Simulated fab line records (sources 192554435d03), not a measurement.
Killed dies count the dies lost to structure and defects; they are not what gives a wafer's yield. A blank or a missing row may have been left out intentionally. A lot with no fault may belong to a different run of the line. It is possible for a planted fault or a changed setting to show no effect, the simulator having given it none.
What tool caused it? + flow n5 finfet + 24 lots with 72 wafers sampled at 6 steps, on a route of 1938 steps

WHAT THE GAUGES READ, wafer by wafer
Not one reading of a measure or inspect step in the record can be checked against a usual standard deviation.

WHICH TOOL RAN EACH LOT (tool, then ch and the chambers of the sampled wafers, then the start)
| lot  | N5_BEOL_M1_ANNEAL_82         | N5_BEOL_M1_SPUTTER_86        | N5_BEOL_M1_ANNEAL_87         | N5_BEOL_M1_SPUTTER_88        | N5_BEOL_M1_SPUTTER_94        | N5_BEOL_M1_CO_CAP_55             |
|------|------------------------------|------------------------------|------------------------------|------------------------------|------------------------------|----------------------------------|
| L074 | pvd sputter-03, day 6 06:22  | pvd sputter-03, day 6 06:31  | pvd sputter-03, day 6 06:35  | pvd sputter-03, day 6 06:44  | pvd sputter-03, day 6 07:23  | cvd co-01 ch 1,2, day 6 08:44    |
| L075 | pvd sputter-03, day 6 12:50  | pvd sputter-03, day 6 12:59  | pvd sputter-03, day 6 13:04  | pvd sputter-03, day 6 13:12  | pvd sputter-03, day 6 13:52  | cvd co-01 ch 1,2, day 6 14:56    |
| L076 | pvd sputter-02, day 6 22:37  | pvd sputter-02, day 6 22:45  | pvd sputter-02, day 6 22:50  | pvd sputter-02, day 6 22:58  | pvd sputter-02, day 6 23:38  | cvd co-02 ch 0,1, day 7 00:43    |
| L077 | pvd sputter-03, day 7 03:27  | pvd sputter-03, day 7 03:35  | pvd sputter-03, day 7 03:40  | pvd sputter-03, day 7 03:49  | pvd sputter-03, day 7 04:28  | cvd co-01 ch 0,1,2, day 7 05:33  |
| L078 | pvd sputter-01, day 7 08:19  | pvd sputter-01, day 7 08:28  | pvd sputter-01, day 7 08:32  | pvd sputter-01, day 7 08:41  | pvd sputter-01, day 7 09:20  | cvd co-01 ch 0,1,2, day 7 10:25  |
| L079 | pvd sputter-01, day 7 11:29  | pvd sputter-01, day 7 11:37  | pvd sputter-01, day 7 11:42  | pvd sputter-01, day 7 11:50  | pvd sputter-01, day 7 12:30  | cvd co-01 ch 0,1,2, day 7 13:37  |
| L080 | pvd sputter-02, day 8 00:41  | pvd sputter-02, day 8 00:49  | pvd sputter-02, day 8 00:54  | pvd sputter-02, day 8 01:02  | pvd sputter-02, day 8 01:42  | cvd co-01 ch 1,2, day 8 02:47    |
| L081 | pvd sputter-01, day 8 05:22  | pvd sputter-01, day 8 05:31  | pvd sputter-01, day 8 05:37  | pvd sputter-01, day 8 05:46  | pvd sputter-01, day 8 06:31  | cvd co-02 ch 1,2, day 8 07:38    |
| L083 | pvd sputter-01, day 8 13:45  | pvd sputter-01, day 8 13:55  | pvd sputter-01, day 8 14:00  | pvd sputter-01, day 8 14:09  | pvd sputter-01, day 8 14:54  | cvd co-02 ch 0,1,2, day 8 16:02  |
| L082 | pvd sputter-03, day 8 13:56  | pvd sputter-03, day 8 14:04  | pvd sputter-03, day 8 14:09  | pvd sputter-03, day 8 14:17  | pvd sputter-03, day 8 14:57  | cvd co-01 ch 0,1,2, day 8 16:05  |
| L084 | pvd sputter-01, day 9 13:32  | pvd sputter-01, day 9 13:49  | pvd sputter-01, day 9 13:58  | pvd sputter-01, day 9 14:15  | pvd sputter-01, day 9 15:34  | cvd co-02 ch 0,1,2, day 9 16:59  |
| L085 | pvd sputter-01, day 9 18:25  | pvd sputter-01, day 9 18:41  | pvd sputter-01, day 9 18:51  | pvd sputter-01, day 9 19:08  | pvd sputter-01, day 9 20:27  | cvd co-01 ch 0,1,2, day 9 21:55  |
| L086 | pvd sputter-03, day 9 22:46  | pvd sputter-03, day 9 22:55  | pvd sputter-03, day 9 22:59  | pvd sputter-03, day 9 23:08  | pvd sputter-03, day 9 23:47  | cvd co-02 ch 1,2, day 10 00:53   |
| L087 | pvd sputter-02, day 9 23:08  | pvd sputter-02, day 9 23:17  | pvd sputter-02, day 9 23:22  | pvd sputter-02, day 9 23:30  | pvd sputter-02, day 10 00:10 | cvd co-01 ch 0,1,2, day 10 01:15 |
| L088 | pvd sputter-03, day 10 01:37 | pvd sputter-03, day 10 01:45 | pvd sputter-03, day 10 01:50 | pvd sputter-03, day 10 01:58 | pvd sputter-03, day 10 02:38 | cvd co-02 ch 0,1,2, day 10 03:43 |
| L089 | pvd sputter-03, day 10 03:27 | pvd sputter-03, day 10 03:35 | pvd sputter-03, day 10 03:40 | pvd sputter-03, day 10 03:49 | pvd sputter-03, day 10 04:28 | cvd co-01 ch 1,2, day 10 05:34   |
| L090 | pvd sputter-02, day 10 10:07 | pvd sputter-02, day 10 10:16 | pvd sputter-02, day 10 10:20 | pvd sputter-02, day 10 10:29 | pvd sputter-02, day 10 11:08 | cvd co-01 ch 0,2, day 10 12:14   |
| L091 | pvd sputter-02, day 10 13:42 | pvd sputter-02, day 10 13:50 | pvd sputter-02, day 10 13:55 | pvd sputter-02, day 10 14:04 | pvd sputter-02, day 10 14:43 | cvd co-02 ch 0,1,2, day 10 15:48 |
| L092 | pvd sputter-03, day 10 23:09 | pvd sputter-03, day 10 23:17 | pvd sputter-03, day 10 23:22 | pvd sputter-03, day 10 23:31 | pvd sputter-03, day 11 00:10 | cvd co-02 ch 0,1, day 11 01:16   |
| L093 | pvd sputter-03, day 11 04:10 | pvd sputter-03, day 11 04:18 | pvd sputter-03, day 11 04:23 | pvd sputter-03, day 11 04:31 | pvd sputter-03, day 11 05:11 | cvd co-01 ch 1,2, day 11 06:17   |
| L094 | pvd sputter-01, day 11 12:57 | pvd sputter-01, day 11 13:05 | pvd sputter-01, day 11 13:10 | pvd sputter-01, day 11 13:19 | pvd sputter-01, day 11 13:58 | cvd co-01 ch 0,1, day 11 15:04   |
| L095 | pvd sputter-03, day 11 13:08 | pvd sputter-03, day 11 13:16 | pvd sputter-03, day 11 13:21 | pvd sputter-03, day 11 13:29 | pvd sputter-03, day 11 14:09 | cvd co-01 ch 1,2, day 11 15:20   |
| L096 | pvd sputter-03, day 12 03:32 | pvd sputter-03, day 12 03:40 | pvd sputter-03, day 12 03:45 | pvd sputter-03, day 12 03:53 | pvd sputter-03, day 12 04:33 | cvd co-01 ch 0,2, day 12 05:38   |
| L097 | pvd sputter-03, day 12 14:58 | pvd sputter-03, day 12 15:07 | pvd sputter-03, day 12 15:11 | pvd sputter-03, day 12 15:20 | pvd sputter-03, day 12 15:59 | cvd co-01 ch 0,2, day 12 17:16   |
- N5_BEOL_M1_ANNEAL_82: time 240 s.
- N5_BEOL_M1_SPUTTER_86: material Cu, target thk 4.5 nm, time 8.29 s.
- N5_BEOL_M1_ANNEAL_87: time 240 s.
- N5_BEOL_M1_SPUTTER_88: material Cu, target thk 4.5 nm, time 8.29 s.
- N5_BEOL_M1_SPUTTER_94: material Cu, target thk 4.5 nm, time 8.29 s.
- N5_BEOL_M1_CO_CAP_55: material Co, precursor CCTBA/H2, target thk 2 nm, time 102.1 s.

WHAT THE TOOLS THEMSELVES READ (means of the sampled wafers that have a number; where no wafer has one, the mark that the record gives instead)
N5_BEOL_M1_ANNEAL_82.
| lot  | tool           | heater power w (W) |
|------|----------------|--------------------|
| L074 | pvd sputter-03 | 711                |
| L075 | pvd sputter-03 | 817                |
| L076 | pvd sputter-02 | 791                |
| L077 | pvd sputter-03 | 734                |
| L078 | pvd sputter-01 | 852                |
| L079 | pvd sputter-01 | 909                |
| L080 | pvd sputter-02 | 808                |
| L081 | pvd sputter-01 | 878                |
| L083 | pvd sputter-01 | 858                |
| L082 | pvd sputter-03 | 859                |
| L084 | pvd sputter-01 | 847                |
| L085 | pvd sputter-01 | 765                |
| L086 | pvd sputter-03 | 785                |
| L087 | pvd sputter-02 | 737                |
| L088 | pvd sputter-03 | 708                |
| L089 | pvd sputter-03 | 821                |
| L090 | pvd sputter-02 | 800                |
| L091 | pvd sputter-02 | 711                |
| L092 | pvd sputter-03 | 799                |
| L093 | pvd sputter-03 | 742                |
| L094 | pvd sputter-01 | 828                |
| L095 | pvd sputter-03 | 824                |
| L096 | pvd sputter-03 | 810                |
| L097 | pvd sputter-03 | 765                |

N5_BEOL_M1_SPUTTER_86.
| lot  | tool           | chamber pressure pa (Pa) | throttle valve pct (%) |
|------|----------------|--------------------------|------------------------|
| L074 | pvd sputter-03 | 0.07006                  | 30.7                   |
| L075 | pvd sputter-03 | 0.06995                  | 30.1                   |
| L076 | pvd sputter-02 | 0.07003                  | 30.0                   |
| L077 | pvd sputter-03 | 0.07002                  | 30.1                   |
| L078 | pvd sputter-01 | 0.07002                  | 30.2                   |
| L079 | pvd sputter-01 | 0.07004                  | 30.5                   |
| L080 | pvd sputter-02 | 0.06995                  | 29.4                   |
| L081 | pvd sputter-01 | 0.07013                  | 30.6                   |
| L083 | pvd sputter-01 | 0.06993                  | 30.3                   |
| L082 | pvd sputter-03 | 0.06999                  | 29.7                   |
| L084 | pvd sputter-01 | 0.06982                  | 29.5                   |
| L085 | pvd sputter-01 | 0.07003                  | 29.9                   |
| L086 | pvd sputter-03 | 0.06994                  | 29.7                   |
| L087 | pvd sputter-02 | 0.06997                  | 30.9                   |
| L088 | pvd sputter-03 | 0.07004                  | 29.6                   |
| L089 | pvd sputter-03 | 0.07006                  | 29.9                   |
| L090 | pvd sputter-02 | 0.06993                  | 30.1                   |
| L091 | pvd sputter-02 | 0.07009                  | 30.9                   |
| L092 | pvd sputter-03 | 0.07003                  | 30.8                   |
| L093 | pvd sputter-03 | 0.06998                  | 30.1                   |
| L094 | pvd sputter-01 | 0.07013                  | 29.7                   |
| L095 | pvd sputter-03 | 0.06995                  | 30.0                   |
| L096 | pvd sputter-03 | 0.07011                  | 28.9                   |
| L097 | pvd sputter-03 | 0.07010                  | 29.4                   |

N5_BEOL_M1_ANNEAL_87.
| lot  | tool           | heater power w (W) |
|------|----------------|--------------------|
| L074 | pvd sputter-03 | 705                |
| L075 | pvd sputter-03 | 808                |
| L076 | pvd sputter-02 | 794                |
| L077 | pvd sputter-03 | 734                |
| L078 | pvd sputter-01 | 835                |
| L079 | pvd sputter-01 | 885                |
| L080 | pvd sputter-02 | 813                |
| L081 | pvd sputter-01 | 881                |
| L083 | pvd sputter-01 | 860                |
| L082 | pvd sputter-03 | 865                |
| L084 | pvd sputter-01 | 852                |
| L085 | pvd sputter-01 | 786                |
| L086 | pvd sputter-03 | 785                |
| L087 | pvd sputter-02 | 729                |
| L088 | pvd sputter-03 | 694                |
| L089 | pvd sputter-03 | 837                |
| L090 | pvd sputter-02 | 784                |
| L091 | pvd sputter-02 | 720                |
| L092 | pvd sputter-03 | 786                |
| L093 | pvd sputter-03 | 746                |
| L094 | pvd sputter-01 | 818                |
| L095 | pvd sputter-03 | 815                |
| L096 | pvd sputter-03 | 802                |
| L097 | pvd sputter-03 | 764                |

N5_BEOL_M1_SPUTTER_88.
| lot  | tool           | chamber pressure pa (Pa) | throttle valve pct (%) |
|------|----------------|--------------------------|------------------------|
| L074 | pvd sputter-03 | 0.07                     | 30.7                   |
| L075 | pvd sputter-03 | 0.07                     | 30.1                   |
| L076 | pvd sputter-02 | 0.07                     | 30.0                   |
| L077 | pvd sputter-03 | 0.07                     | 30.0                   |
| L078 | pvd sputter-01 | 0.07                     | 30.0                   |
| L079 | pvd sputter-01 | 0.07                     | 30.6                   |
| L080 | pvd sputter-02 | 0.07                     | 29.5                   |
| L081 | pvd sputter-01 | 0.07                     | 30.6                   |
| L083 | pvd sputter-01 | 0.07                     | 30.0                   |
| L082 | pvd sputter-03 | 0.07                     | 29.8                   |
| L084 | pvd sputter-01 | 0.07                     | 29.5                   |
| L085 | pvd sputter-01 | 0.07                     | 29.9                   |
| L086 | pvd sputter-03 | 0.07                     | 29.6                   |
| L087 | pvd sputter-02 | 0.07                     | 30.9                   |
| L088 | pvd sputter-03 | 0.07                     | 29.5                   |
| L089 | pvd sputter-03 | 0.07                     | 30.2                   |
| L090 | pvd sputter-02 | 0.07                     | 30.0                   |
| L091 | pvd sputter-02 | 0.07                     | 30.9                   |
| L092 | pvd sputter-03 | 0.07                     | 30.7                   |
| L093 | pvd sputter-03 | 0.07                     | 30.1                   |
| L094 | pvd sputter-01 | 0.07                     | 29.8                   |
| L095 | pvd sputter-03 | 0.07                     | 30.1                   |
| L096 | pvd sputter-03 | 0.07                     | 29.1                   |
| L097 | pvd sputter-03 | 0.07                     | 29.2                   |

N5_BEOL_M1_SPUTTER_94.
| lot  | tool           | chamber pressure pa (Pa) | throttle valve pct (%) |
|------|----------------|--------------------------|------------------------|
| L074 | pvd sputter-03 | 0.07008                  | 30.8                   |
| L075 | pvd sputter-03 | 0.06982                  | 30.0                   |
| L076 | pvd sputter-02 | 0.07005                  | 29.9                   |
| L077 | pvd sputter-03 | 0.07004                  | 29.9                   |
| L078 | pvd sputter-01 | 0.07017                  | 30.3                   |
| L079 | pvd sputter-01 | 0.06986                  | 30.6                   |
| L080 | pvd sputter-02 | 0.07006                  | 29.7                   |
| L081 | pvd sputter-01 | 0.07010                  | 30.8                   |
| L083 | pvd sputter-01 | 0.06987                  | 30.3                   |
| L082 | pvd sputter-03 | 0.06979                  | 29.6                   |
| L084 | pvd sputter-01 | 0.06989                  | 29.6                   |
| L085 | pvd sputter-01 | 0.07009                  | 29.8                   |
| L086 | pvd sputter-03 | 0.07008                  | 29.6                   |
| L087 | pvd sputter-02 | 0.06997                  | 30.6                   |
| L088 | pvd sputter-03 | 0.07004                  | 29.5                   |
| L089 | pvd sputter-03 | 0.07004                  | 29.9                   |
| L090 | pvd sputter-02 | 0.07000                  | 29.9                   |
| L091 | pvd sputter-02 | 0.06997                  | 30.9                   |
| L092 | pvd sputter-03 | 0.06980                  | 30.7                   |
| L093 | pvd sputter-03 | 0.06986                  | 30.1                   |
| L094 | pvd sputter-01 | 0.06996                  | 29.6                   |
| L095 | pvd sputter-03 | 0.06992                  | 30.0                   |
| L096 | pvd sputter-03 | 0.06997                  | 28.8                   |
| L097 | pvd sputter-03 | 0.06992                  | 29.1                   |

N5_BEOL_M1_CO_CAP_55.
| lot  | tool      | heater power w (W) |
|------|-----------|--------------------|
| L074 | cvd co-01 | 282                |
| L075 | cvd co-01 | 281                |
| L076 | cvd co-02 | 223                |
| L077 | cvd co-01 | 268                |
| L078 | cvd co-01 | 265                |
| L079 | cvd co-01 | 264                |
| L080 | cvd co-01 | 271                |
| L081 | cvd co-02 | 223                |
| L083 | cvd co-02 | 219                |
| L082 | cvd co-01 | 264                |
| L084 | cvd co-02 | 219                |
| L085 | cvd co-01 | 264                |
| L086 | cvd co-02 | 218                |
| L087 | cvd co-01 | 264                |
| L088 | cvd co-02 | 221                |
| L089 | cvd co-01 | 283                |
| L090 | cvd co-01 | 247                |
| L091 | cvd co-02 | 220                |
| L092 | cvd co-02 | 222                |
| L093 | cvd co-01 | 286                |
| L094 | cvd co-01 | 259                |
| L095 | cvd co-01 | 278                |
| L096 | cvd co-01 | 253                |
| L097 | cvd co-01 | 254                |

THE ANSWER, worked out from the rows above alone
Rule: the usual values come from the lots themselves. Put in order of their means at a reading, lots are off if they are a third of the lots or fewer, leave a main group of 4 or more, and stand apart from it by a gap of 3 or more times the standard deviation of the main group's means; of several such gaps the widest counts. A main group is skipped when, at the precision printed for the reading in the tables above, its means are all equal. Also off: a lot with no number at a reading for which 4 or more lots have one. All remaining lots with rows at the step are treated as sound. First the gauges in route order, then the tools' own readings, where a lot's mean is used as printed above. At the first step where some lot is off, the reading lying furthest off is the one used; lots without a number count as furthest.
None of the lots is off at any reading shown; this tells nothing.

WHAT WAS PUT IN BY THE SIMULATOR
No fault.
